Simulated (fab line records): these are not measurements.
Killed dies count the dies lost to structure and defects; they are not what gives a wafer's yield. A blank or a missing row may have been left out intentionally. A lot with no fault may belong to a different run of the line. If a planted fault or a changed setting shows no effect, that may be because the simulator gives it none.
Split-lot experiment ; flow n5 finfet ; 39 wafers read across 7 lots, on a route 1938 steps long

## ON THE SPLIT
At N5_BEOL_M13_DESCUM_33 (chemistry O2, time 7.9 s), the setting time s was moved away from the recipe's 7.9 s on 18 of the 39 wafers read, by -44.1% to +44.7%. For the rest of the wafers, this setting stayed at what the recipe calls for.

Split to reading: the file shows no intervening step.

## THE READING
coat_of_BEOL_M13_COAT_22.thk nm (the simulator's own value, which no gauge read), in nm, at N5_BEOL_M13_ETCH_67 (etches SiARC in CF4, target depth 143 nm, time 238.3 s). The file gives no usual value for it. Here, 21 wafers ran the recipe; their average is 211.6 nm with a standard deviation of 0.75 nm.

wafer;tool, chamber at the split;time s as run, s;against the recipe;coat_of_BEOL_M13_COAT_22.thk nm, nm;against lot-mates on the recipe
L075.1;rie diel-06, 0,1;11.22;+42.0%;209.6;-2.9
L075.2;rie diel-06, 3;7.9;recipe;212.6;-
L075.3;rie diel-06, 2;7.9;recipe;212;-
L075.4;rie diel-06, 0,1;11.22;+42.0%;209.4;-3.1
L075.5;rie diel-06, 2;7.9;recipe;213;-
L075.6;rie diel-06, 3;11.22;+42.0%;210.4;-2.1
L077.1;rie diel-05, 1;7.9;recipe;212.4;-
L077.2;rie diel-05, 0;4.794;-39.3%;212.6;+0.9
L077.3;rie diel-05, 3;4.794;-39.3%;214;+2.3
L077.4;rie diel-05, 2;4.794;-39.3%;212.8;+1.1
L077.5;rie diel-05, 0;7.9;recipe;210.8;-
L077.6;rie diel-05, 3;7.9;recipe;212;-
L083.1;rie diel-05, 2;11.43;+44.7%;209.6;-2.1
L083.2;rie diel-05, 3;7.9;recipe;211.6;-
L083.3;rie diel-05, 1;7.9;recipe;212;-
L083.4;rie diel-05, 0;7.9;recipe;211.4;-
L083.5;rie diel-05, 3;11.43;+44.7%;210;-1.7
L083.6;rie diel-05, 0;11.43;+44.7%;210;-1.7
L084.1;rie diel-05, 3;5.256;-33.5%;212.8;+0.7
L084.2;rie diel-05, 1;7.9;recipe;212.2;-
L084.3;rie diel-05, 0;7.9;recipe;211.6;-
L084.4;rie diel-05, 0;5.256;-33.5%;213.2;+1.1
L084.5;rie diel-05, 3;5.256;-33.5%;213.4;+1.3
L084.6;rie diel-05, 1;7.9;recipe;212.4;-
L087.1;rie diel-05, 3;7.9;recipe;211.4;-
L087.2;rie diel-05, 1;9.685;+22.6%;211;-0.7
L087.3;rie diel-05, 0,1;9.685;+22.6%;211.2;-0.5
L087.4;rie diel-05, 0,1;9.685;+22.6%;211.4;-0.3
L087.5;rie diel-05, 3;7.9;recipe;211.8;-
L087.6;rie diel-05, 0;7.9;recipe;212;-
L090.1;rie diel-02, 0;7.9;recipe;210;-
L090.2;rie diel-02, 3;7.9;recipe;210.6;-
L090.3;rie diel-02, 1,0,1;4.419;-44.1%;212.8;+2.1
L090.5;rie diel-02, 1,0,1;4.419;-44.1%;212.8;+2.1
L090.4;rie diel-02, 2;7.9;recipe;211.6;-
L090.6;rie diel-02, 1,0,1;4.419;-44.1%;212.6;+1.9
L095.1;rie diel-02, 2,3;7.9;recipe;211;-
L095.3;rie diel-02, 2,3;7.9;recipe;211.4;-
L095.4;rie diel-02, 2;7.9;recipe;210.2;-
If several chambers appear in one row, that row covers several wafers at once and the file leaves open which wafer was in which chamber.

THE FIT
A straight line over all 39 wafers: coat_of_BEOL_M13_COAT_22.thk nm changes by -0.0364 nm for each +1% of time s; r = -0.83; the points scatter about the line by 0.65 nm.
The same after taking each lot's own level away (the mean of its wafers on the recipe; 39 wafers): -0.0436 nm for each +1%; r = -0.91; scatter 0.53 nm.
That fit puts the effect of the largest move of time s on the reading at 1.9 nm.
From 210.73 to 212.53 nm: that is the span of the lots' own levels, equal to 2.4 times the standard deviation above.
Hence the slope depends on the lot-to-lot level, as the two fits are not the same.
Check: -2.01 nm against its lot-mates is what the line predicts for one of the wafers moved furthest among these (+44.7%) when that wafer is left out of the fit. It came out at -2.07 nm against them.

## ADDITIONAL SPLITS CARRIED BY THESE WAFERS
Before the reading, these wafers also passed through other splits. Each is held against what the fit with the lots' levels taken away leaves over:
other split on the same wafers;wafers away from the commonest value;r with coat_of_BEOL_M13_COAT_22.thk nm (lot level and that fit taken away)
N5_BEOL_M5_VIA_ETCH_34 target depth a;15;+0.06
N5_BEOL_M6_DESCUM_33 time s;9;-0.01
N5_BEOL_M9_ETCH_66 time s;15;-0.09
N5_BEOL_M10_ALD_74 ald cycles;15;+0.07

## THE WHOLE CHAIN: every reading that the file lists as answering this split, in the file's order
step;what it does;reading;change (the file's fit);r (the file's)
N5_BEOL_M13_DESCUM_33;chemistry O2, time 7.9 s;coat_of_BEOL_M13_COAT_22.thk nm (the simulator's own value, which no gauge read);-0.0423 nm for each +1% of the setting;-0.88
N5_BEOL_M13_ETCH_67;etches SiARC in CF4, target depth 143 nm, time 238.3 s;coat_of_BEOL_M13_COAT_22.thk nm (the simulator's own value, which no gauge read);-0.0435 nm for each +1% of the setting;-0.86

## FILE'S OWN FIT
coat_of_BEOL_M13_COAT_22.thk nm changes by -0.0435 nm for each +1% of time s, r = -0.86.
